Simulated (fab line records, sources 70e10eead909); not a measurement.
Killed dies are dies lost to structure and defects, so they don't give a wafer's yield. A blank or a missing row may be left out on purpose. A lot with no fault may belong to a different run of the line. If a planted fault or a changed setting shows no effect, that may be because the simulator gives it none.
Chamber matching -- flow nand harc -- NHARC_A_STAIRCASE_DESCUM_443 on rie diel-01 has 4 sister chambers
The step chemistry O2, time 3 s. 4 wafers are shown with their chamber, then 7 later ones without.

== EACH WAFER AND ITS CHAMBER ==
wafer,chamber,drypump motor current A (A)
L082.5,1,5.0
L088.4,0,5.8
L090.1,2,5.1
L090.3,3,6.6

== WAFERS WHOSE CHAMBER IS MISSING ==
wafer,drypump motor current A (A)
L090.5,5.0
L094.1,5.8
L094.3,5.0
L094.6,5.9
L095.3,5.1
L095.5,5.0
L095.6,5.2

== WHICH CHAMBER EACH WENT THROUGH ==
wafer,from the rows above,in truth
L090.5,can't be placed: 1 or 2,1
L094.1,0,0
L094.3,can't be placed: 1 or 2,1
L094.6,0,0
L095.3,can't be placed: 2 or 1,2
L095.5,can't be placed: 1 or 2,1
L095.6,can't be placed: 2 or 1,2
2 of 7 placed correctly. These rows do not allow placing 5 (true chamber among the candidates in 5). Placed wrongly: 0.
How it was worked out, from the rows above alone: a wafer's distance from a chamber is the root of the sum, over the readings, of the square of ((its reading less the chamber's mean) divided by the reading's scatter). The wafer belongs to the nearest chamber; if the next one is less than 2 further off, it can't be placed. A chamber's mean is the mean of its shown wafers. The scatter: root of mean squared gap, hidden wafer to nearest shown wafer, with one shown wafer a chamber.
